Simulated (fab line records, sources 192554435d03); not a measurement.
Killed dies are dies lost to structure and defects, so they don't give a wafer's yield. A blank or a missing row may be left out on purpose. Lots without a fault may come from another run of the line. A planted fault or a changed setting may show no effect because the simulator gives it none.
Chamber matching | flow n5_finfet | N5_BEOL_M13_DEP_53 on pecvd-02: 3 sister chambers
The step deposits SiCN from 3MS/NH3, target thk 50 nm, time 17.8 s. 6 wafers are shown with their chamber, then 11 later ones without.

WAFERS WITH THEIR CHAMBER
wafer  | chamber | throttle_valve_pct (%) | showerhead_plenum_p_Torr (Torr)
L090.5 | 2       | 16.6                   | 4.192
L091.5 | 2       | 16.7                   | 4.188
L094.1 | 0       | 18.4                   | 4.140
L094.2 | 1       | 20.4                   | 4.152
L094.4 | 0       | 18.3                   | 4.141
L092.1 | 1       | 20.2                   | 4.152

WAFERS WITHOUT THEIR CHAMBER
wafer  | throttle_valve_pct (%) | showerhead_plenum_p_Torr (Torr)
L092.3 | 18.5                   | 4.133
L092.5 | 18.5                   | 4.143
L095.1 | 20.5                   | 4.154
L095.2 | 16.7                   | 4.182
L095.3 | 18.1                   | 4.129
L095.4 | 16.5                   | 4.184
L095.5 | 18.1                   | 4.136
L095.6 | 20.3                   | 4.150
L097.2 | 18.5                   | 4.136
L097.4 | 16.6                   | 4.187
L097.6 | 20.3                   | 4.159

WHICH CHAMBER EACH WENT THROUGH
wafer  | from the rows above | in truth
L092.3 | 0                   | 0
L092.5 | 0                   | 0
L095.1 | 1                   | 1
L095.2 | 2                   | 2
L095.3 | 0                   | 0
L095.4 | 2                   | 2
L095.5 | 0                   | 0
L095.6 | 1                   | 1
L097.2 | 0                   | 0
L097.4 | 2                   | 2
L097.6 | 1                   | 1
Placed correctly: 11 of 11. Can't be placed from these rows: 0. Placed wrongly: 0.
How it was worked out, from the rows above alone: a wafer's distance from a chamber is the root of the sum, over the readings, of the square of ((its reading less the chamber's mean) divided by the reading's scatter). The wafer belongs to the nearest chamber; if the next one is less than 2 further off, it can't be placed. A chamber's mean is the mean of its shown wafers. The scatter: the root of (the sum of the squares of (reading less its chamber's mean) over the shown wafers, divided by (wafers less chambers)).
